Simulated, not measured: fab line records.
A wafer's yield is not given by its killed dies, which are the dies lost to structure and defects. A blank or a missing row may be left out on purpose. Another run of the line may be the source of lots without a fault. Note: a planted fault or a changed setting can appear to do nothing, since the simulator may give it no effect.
Which of the tools did it?	flow n5 finfet	Sampling: 20 lots, 60 wafers, 6 of 1938 route steps

## WHAT EACH GAUGE READ, for each wafer
N5_FIN_CUT_CD_MEAS_08: the cd target is 29.1 nm. Usual: cd nm at 29.03 nm, with a standard deviation of 0.23.
lot	measured	on	cd nm (nm)	flag
L074	day 2 01:50	cd sem-02	29.13 29.36 28.63	
L075	day 2 09:28	cd sem-01	29.31 29.10 28.88	
L076	day 2 15:12	cd sem-02	29.12 29.00 29.18	
L077	day 2 20:22	cd sem-02	28.92 29.09 29.32	
L078	day 3 02:34	cd sem-01	28.86 28.94 28.64	
L079	day 3 08:43	cd sem-01	28.77 28.94 28.90	
L081	day 3 22:20	cd sem-01	28.95 29.22 28.50	
L082	day 4 02:11	cd sem-02	29.23 29.40 28.99	
L083	day 4 08:10	cd sem-01	28.86 29.25 29.54	
L084	day 4 14:50	cd sem-01	28.97 28.91 29.00	
L085	day 4 22:59	cd sem-02	28.95 28.98 28.88	
L087	day 5 07:40	cd sem-01	28.93 28.81 28.66	
L088	day 5 13:53	cd sem-02	29.32 29.17 29.40	
L089	day 5 20:49	cd sem-03	28.84 28.92 29.16	
L090	day 6 02:29	cd sem-03	28.99 28.83 29.01	
L091	day 6 09:04	cd sem-01	29.03 29.13 29.26	
L092	day 6 15:07	cd sem-01	29.07 28.76 28.82	
L095	day 7 08:53	cd sem-01	28.61 28.84 29.17	
L096	day 7 15:03	cd sem-01	28.96 28.98 29.39	
L097	day 7 21:05	cd sem-03	29.56 29.53 29.02	

N5_SD_EPI_P_INSPECT_26: inspects for defects (darkfield). Usual: raw defect count at 176, with a standard deviation of 38.
lot	measured	on	raw defect count	flag
L074	day 3 08:43	defect inspect-01	173 147 135	
L075	day 3 14:33	defect inspect-01	122 163 142	
L076	day 3 21:33	defect inspect-02	116 120 105	
L077	day 4 02:22	defect inspect-01	175 112 128	
L078	day 4 11:28	defect inspect-02	201 175 210	
L079	day 4 17:05	defect inspect-02	215 219 167	
L081	day 5 04:48	defect inspect-02	205 161 181	
L082	day 5 07:47	defect inspect-01	274 226 241	
L083	day 5 13:41	defect inspect-01	172 236 207	
L084	day 5 23:55	defect inspect-01	117 152 103	
L085	day 6 06:13	defect inspect-01	191 256 261	
L087	day 6 14:10	defect inspect-02	126 147 185	
L088	day 6 19:05	defect inspect-02	218 187 247	
L089	day 7 02:22	defect inspect-01	216 214 176	
L090	day 7 11:06	defect inspect-02	192 163 165	
L091	day 7 16:04	defect inspect-02	183 138 184	
L092	day 7 22:09	defect inspect-01	207 256 253	
L095	day 8 17:44	defect inspect-02	251 205 171	
L096	day 8 21:20	defect inspect-01	129 182 143	
L097	day 9 04:24	defect inspect-01	171 221 175	

## EACH LOT AND THE TOOL THAT RAN IT (in order: tool; ch and the chambers of the sampled wafers; start)
lot	N5_FIN_CUT_ETCH_30	N5_FIN_CUT_CUT_ETCH_15	N5_FIN_CUT_CUT_ETCH_28	N5_FIN_CUT_STRIP_22
L074	rie diel-02 ch 1,2, day 2 01:59	rie si-05 ch 1,2, day 2 02:35	rie si-05 ch 1,2, day 2 02:38	rie diel-06 ch 0,1,3, day 2 02:43
L075	rie diel-05 ch 0,2,3, day 2 09:37	rie si-05 ch 0,1,2, day 2 10:13	rie si-05 ch 0,1,2, day 2 10:16	rie diel-06 ch 1,2,3, day 2 10:20
L076	rie diel-05 ch 0,2, day 2 15:21	rie si-02 ch 0,2,3, day 2 15:57	rie si-02 ch 0,2,3, day 2 16:00	rie diel-06 ch 0,2, day 2 16:04
L077	rie diel-05 ch 1,2, day 2 20:32	rie si-04 ch 1,2, day 2 21:08	rie si-04 ch 1,2, day 2 21:11	rie diel-06 ch 0,2, day 2 21:15
L078	rie diel-02 ch 0,2,3, day 3 02:43	rie si-05 ch 1,2,3, day 3 03:19	rie si-05 ch 1,2,3, day 3 03:22	rie diel-02 ch 0,3, day 3 03:26
L079	rie diel-06 ch 0,1,2, day 3 08:52	rie si-04 ch 0,2,3, day 3 09:28	rie si-04 ch 0,2,3, day 3 09:31	rie diel-02 ch 1,2, day 3 09:35
L081	rie diel-02 ch 0,3, day 3 22:29	rie si-04 ch 0,1,2, day 3 23:05	rie si-04 ch 0,1,2, day 3 23:08	rie diel-02 ch 1,2, day 3 23:12
L082	rie diel-05 ch 0,2,3, day 4 02:21	rie si-02 ch 1,3, day 4 02:56	rie si-02 ch 1,3, day 4 03:00	rie diel-05 ch 0,1,3, day 4 03:04
L083	rie diel-06 ch 0,1,2, day 4 08:20	rie si-02 ch 1,3, day 4 08:56	rie si-02 ch 1,3, day 4 08:59	rie diel-05 ch 0,1, day 4 09:03
L084	rie diel-06 ch 2,3, day 4 15:00	rie si-04 ch 0,2,3, day 4 15:46	rie si-04 ch 0,2,3, day 4 15:49	rie diel-05 ch 0,1,2, day 4 15:53
L085	rie diel-06 ch 0,2,3, day 4 23:14	rie si-02 ch 0,3, day 4 23:50	rie si-02 ch 0,3, day 4 23:53	rie diel-05 ch 0,2,3, day 4 23:58
L087	rie diel-06 ch 0,1,3, day 5 07:50	rie si-02 ch 2,3, day 5 08:26	rie si-02 ch 2,3, day 5 08:29	rie diel-02 ch 1,2, day 5 08:34
L088	rie diel-06 ch 0,2,3, day 5 14:04	rie si-05 ch 1,2, day 5 14:40	rie si-05 ch 1,2, day 5 14:43	rie diel-02 ch 0,3, day 5 14:47
L089	rie diel-02 ch 0,2,3, day 5 20:58	rie si-05 ch 1,2,3, day 5 21:34	rie si-05 ch 1,2,3, day 5 21:37	rie diel-02 ch 1,2,3, day 5 21:41
L090	rie diel-02 ch 1,2, day 6 02:38	rie si-05 ch 1,2, day 6 03:14	rie si-05 ch 1,2, day 6 03:17	rie diel-02 ch 1,2,3, day 6 03:21
L091	rie diel-06 ch 1,3, day 6 09:14	rie si-02 ch 1,2,3, day 6 09:58	rie si-02 ch 1,2,3, day 6 10:01	rie diel-06 ch 1,2,3, day 6 10:05
L092	rie diel-05 ch 1,3, day 6 15:44	rie si-04 ch 0,2,3, day 6 16:20	rie si-04 ch 0,2,3, day 6 16:23	rie diel-02 ch 0,1, day 6 16:27
L095	rie diel-05 ch 0,1, day 7 09:02	rie si-02 ch 0,1, day 7 09:38	rie si-02 ch 0,1, day 7 09:41	rie diel-05 ch 1,2,3, day 7 09:47
L096	rie diel-02 ch 0,1,2, day 7 15:20	rie si-04 ch 2,3, day 7 15:56	rie si-04 ch 2,3, day 7 15:59	rie diel-02 ch 1,2, day 7 16:05
L097	rie diel-06 ch 0,1,2, day 7 21:14	rie si-05 ch 1,2,3, day 7 21:52	rie si-05 ch 1,2,3, day 7 21:55	rie diel-06 ch 0,1,2, day 7 21:58
- N5_FIN_CUT_ETCH_30: etches underlayer in N2/H2, target depth 13 nm, time 10.4 s.
- N5_FIN_CUT_CUT_ETCH_15: etches Si in HBr/Cl2/O2, target depth 100 nm, bt time 10 s, time 42.4 s.
- N5_FIN_CUT_CUT_ETCH_28: etches Si in HBr/Cl2/O2, target depth 6 nm, time 2.4 s.
- N5_FIN_CUT_STRIP_22: strips in N2/H2.

## WHAT THE TOOLS THEMSELVES READ (means of the sampled wafers that have a number; where no wafer has one, the mark that the record gives instead)
N5_FIN_CUT_ETCH_30. Usual: bias w 150.0 W, standard deviation 0.47; drypump motor current A 5.6 A, standard deviation 0.47; etch rf on time s 10.5 s, standard deviation 0.33; n2 flow sccm 200.0 sccm, standard deviation 0.67; oes product au 0.66 a.u., standard deviation 0.048; rf fwd power W 819.1 W, standard deviation 2.7; rf vpp V 524.4 V, standard deviation 2.9; showerhead plenum p Torr 2.57 Torr, standard deviation 0.1; throttle valve pct 17.94 %, standard deviation 0.3.
lot	tool	bias w (W)	drypump motor current A (A)	etch rf on time s (s)	n2 flow sccm (sccm)	oes product au (a.u.)	rf fwd power W (W)	rf vpp V (V)	showerhead plenum p Torr (Torr)	throttle valve pct (%)	flag
L074	rie diel-02	149.5	5.5	10.8	199.8	0.66	818.4	526.6	2.65	17.76	
L075	rie diel-05	149.9	5.6	10.3	200.6	0.67	819.5	523.8	2.53	17.86	
L076	rie diel-05	150.3	5.4	10.5	199.9	0.66	821.2	523.2	2.52	17.91	
L077	rie diel-05	149.8	5.8	10.3	199.6	0.65	818.2	526.3	2.67	18.04	
L078	rie diel-02	149.5	5.2	10.6	199.3	0.66	820.8	522.1	2.51	18.17	
L079	rie diel-06	150.2	5.6	10.5	200.3	0.69	819.5	524.3	2.59	17.73	
L081	rie diel-02	149.8	5.4	10.5	200.5	0.69	820.8	520.6	2.47	18.37	
L082	rie diel-05	149.8	5.6	10.3	200.4	0.67	818.6	523.1	2.53	17.87	
L083	rie diel-06	149.5	5.6	10.4	200.1	0.68	818.7	525.3	2.59	17.71	
L084	rie diel-06	150.4	5.9	10.0	200.3	0.61	819.7	524.6	2.58	18.00	
L085	rie diel-06	150.1	5.8	10.2	200.3	0.65	819.9	524.9	2.57	17.99	
L087	rie diel-06	149.9	5.8	10.3	200.3	0.67	821.3	524.8	2.62	17.87	
L088	rie diel-06	149.8	5.8	10.3	200.0	0.63	819.7	523.9	2.56	18.00	
L089	rie diel-02	150.2	5.2	10.7	200.0	0.64	819.4	522.9	2.51	18.20	
L090	rie diel-02	149.9	5.9	10.9	199.7	0.67	817.1	527.2	2.66	17.70	
L091	rie diel-06	150.1	5.9	10.0	200.1	0.64	818.7	526.3	2.62	17.88	
L092	rie diel-05	149.9	5.6	10.5	200.1	0.63	816.7	525.3	2.58	17.98	
L095	rie diel-05	149.8	5.4	10.7	199.9	0.61	817.1	523.9	2.58	18.03	
L096	rie diel-02	150.3	5.4	10.7	199.7	0.63	822.5	525.0	2.56	17.94	
L097	rie diel-06	150.3	5.6	10.6	199.6	0.66	817.7	525.2	2.58	17.77	

N5_FIN_CUT_CUT_ETCH_15. Usual: drypump motor current A 5.8 A, standard deviation 0.51; he backside leak sccm 2.8 sccm, standard deviation 0.37; oes product au 0.997 a.u., standard deviation 0.018; throttle valve pct 37.3 %, standard deviation 0.35.
lot	tool	drypump motor current A (A)	he backside leak sccm (sccm)	oes product au (a.u.)	throttle valve pct (%)	flag
L074	rie si-05	5.5	2.6	0.983	37.6	
L075	rie si-05	5.2	2.7	0.977	37.4	
L076	rie si-02	6.3	3.0	1.003	37.2	
L077	rie si-04	5.7	2.8	1.015	37.2	
L078	rie si-05	5.4	2.7	0.988	37.4	
L079	rie si-04	5.9	2.7	1.003	37.2	
L081	rie si-04	5.9	2.8	1.000	37.2	
L082	rie si-02	6.3	2.9	0.996	37.3	
L083	rie si-02	6.3	3.0	0.991	37.3	
L084	rie si-04	5.8	2.6	0.999	37.2	
L085	rie si-02	6.2	3.2	0.995	37.0	
L087	rie si-02	6.5	3.0	1.004	36.8	
L088	rie si-05	5.5	2.6	0.983	37.6	
L089	rie si-05	5.4	2.6	0.990	37.5	
L090	rie si-05	5.5	2.6	0.977	37.6	
L091	rie si-02	6.3	2.8	1.002	37.1	
L092	rie si-04	5.9	2.7	1.002	37.2	
L095	rie si-02	6.1	2.7	1.000	37.6	
L096	rie si-04	6.0	2.8	1.015	37.3	
L097	rie si-05	5.4	2.7	0.991	37.5	

N5_FIN_CUT_CUT_ETCH_28. Usual: drypump motor current A 5.8 A, standard deviation 0.52; he backside leak sccm 2.8 sccm, standard deviation 0.33; oes product au 0.996 a.u., standard deviation 0.018; throttle valve pct 37.3 %, standard deviation 0.35.
lot	tool	drypump motor current A (A)	he backside leak sccm (sccm)	oes product au (a.u.)	throttle valve pct (%)	flag
L074	rie si-05	5.5	2.5	0.979	37.6	
L075	rie si-05	5.2	2.6	0.979	37.4	
L076	rie si-02	6.3	3.1	1.004	37.2	
L077	rie si-04	5.7	2.9	1.012	37.2	
L078	rie si-05	5.4	2.7	0.984	37.5	
L079	rie si-04	5.9	2.6	1.000	37.2	
L081	rie si-04	5.9	2.8	0.997	37.2	
L082	rie si-02	6.3	2.9	0.996	37.3	
L083	rie si-02	6.3	2.9	0.998	37.4	
L084	rie si-04	5.8	2.6	1.000	37.2	
L085	rie si-02	6.2	3.2	0.994	37.0	
L087	rie si-02	6.5	2.9	0.999	36.8	
L088	rie si-05	5.5	2.5	0.979	37.6	
L089	rie si-05	5.4	2.7	0.989	37.5	
L090	rie si-05	5.5	2.5	0.976	37.6	
L091	rie si-02	6.3	2.8	1.004	37.1	
L092	rie si-04	5.8	2.6	0.998	37.2	
L095	rie si-02	6.1	2.5	1.003	37.5	
L096	rie si-04	6.0	2.6	1.011	37.3	
L097	rie si-05	5.4	2.7	0.992	37.5	

N5_FIN_CUT_STRIP_22. Usual: drypump motor current A 5.6 A, standard deviation 0.48; n2 flow sccm 299.9 sccm, standard deviation 0.78; oes product au 0.78 a.u., standard deviation 0.062; rf vpp V 54.3 V, standard deviation 2.5; showerhead plenum p Torr 3.39 Torr, standard deviation 0.13; throttle valve pct 19.1 %, standard deviation 0.53.
lot	tool	drypump motor current A (A)	n2 flow sccm (sccm)	oes product au (a.u.)	rf vpp V (V)	showerhead plenum p Torr (Torr)	throttle valve pct (%)	flag
L074	rie diel-06	5.8	299.8	0.79	54.8	3.46	18.8	
L075	rie diel-06	5.7	298.8	0.76	52.4	3.43	18.7	
L076	rie diel-06	5.7	299.9	0.78	52.8	3.36	19.1	
L077	rie diel-06	5.8	299.7	0.79	53.4	3.38	19.1	
L078	rie diel-02	5.1	299.8	0.78	55.6	3.22	19.7	
L079	rie diel-02	6.0	299.2	0.83	54.6	3.52	18.7	
L081	rie diel-02	5.5	299.7	0.79	52.9	3.49	18.8	
L082	rie diel-05	5.5	299.7	0.75	54.7	3.32	19.0	
L083	rie diel-05	5.4	301.0	0.73	54.3	3.41	19.1	
L084	rie diel-05	5.6	300.0	0.76	53.9	3.43	19.3	
L085	rie diel-05	5.6	300.4	0.76	52.0	3.34	19.1	
L087	rie diel-02	5.5	299.2	0.77	55.2	3.49	18.9	
L088	rie diel-02	5.1	299.3	0.77	55.0	3.22	19.7	
L089	rie diel-02	5.7	300.3	0.83	55.7	3.44	19.2	
L090	rie diel-02	5.7	300.2	0.81	56.0	3.44	19.3	
L091	rie diel-06	5.7	300.2	0.75	55.8	3.42	18.7	
L092	rie diel-02	5.9	300.4	0.80	57.3	3.41	18.8	
L095	rie diel-05	5.8	299.5	0.75	53.0	3.42	19.2	
L096	rie diel-02	5.9	299.7	0.79	52.9	3.51	18.7	
L097	rie diel-06	5.6	299.7	0.78	53.7	3.41	18.8	

## THE ANSWER, worked out from the rows above alone
Rule: lot off if the mean of its wafers having a number is beyond 3 standard deviations from the usual mean. Also off: a lot with no number at a reading for which 4 or more lots have one. The other lots that the step has rows for count as sound. Order of review: gauges by route order, followed by the tools' own readings, for which a lot's mean as printed above is used. At the first step where some lot is off, the reading lying furthest off is the one used; lots without a number count as furthest.
No lot is off at any reading shown: from this, nothing can be told.

## WHAT THE SIMULATOR HAD PUT IN
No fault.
